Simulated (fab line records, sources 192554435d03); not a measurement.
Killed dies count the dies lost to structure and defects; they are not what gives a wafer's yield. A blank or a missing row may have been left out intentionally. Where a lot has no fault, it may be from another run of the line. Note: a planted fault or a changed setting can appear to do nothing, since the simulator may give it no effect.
The tool behind it: which one? ; flow n5-finfet ; at 1 step of a route of 1938, 6 lots with 18 wafers sampled

WHAT THE GAUGES SHOWED, per wafer
N5_BEOL_M5_OVL_MEAS_12.
lot;measured;on;M5_OVL (nm)
L203;day 8 14:16;overlay-02;0.0 0.4 0.0
L208;day 10 06:20;overlay-01;0.2 0.2 0.3
L212;day 11 00:42;overlay-01;0.2 1.8 -0.6
L214;day 11 09:27;overlay-01;0.9 0.0 1.2
L215;day 12 07:26;overlay-01;-0.4 1.0 0.0
L219;day 12 09:32;overlay-01;-0.2 -0.1 0.3

EACH LOT AND THE TOOL THAT RAN IT (in order: tool; ch and the chambers of the sampled wafers; start)
There is no process step in the record ahead of these readings.

THE ANSWER, worked out from the rows above alone
Rule: the lots themselves supply what counts as usual. Put in order of their means at a reading, lots are off if they are a third of the lots or fewer, leave a main group of 4 or more, and stand apart from it by a gap of 3 or more times the standard deviation of the main group's means; of several such gaps the widest counts. A main group is skipped when, at the precision printed for the reading in the tables above, its means are all equal. Also off: a lot with no number at a reading for which 4 or more lots have one. Where the step has rows for the other lots, those lots are counted as sound.
No lot is off at any reading shown: from this, nothing can be told.

WHAT THE SIMULATOR HAD INSERTED
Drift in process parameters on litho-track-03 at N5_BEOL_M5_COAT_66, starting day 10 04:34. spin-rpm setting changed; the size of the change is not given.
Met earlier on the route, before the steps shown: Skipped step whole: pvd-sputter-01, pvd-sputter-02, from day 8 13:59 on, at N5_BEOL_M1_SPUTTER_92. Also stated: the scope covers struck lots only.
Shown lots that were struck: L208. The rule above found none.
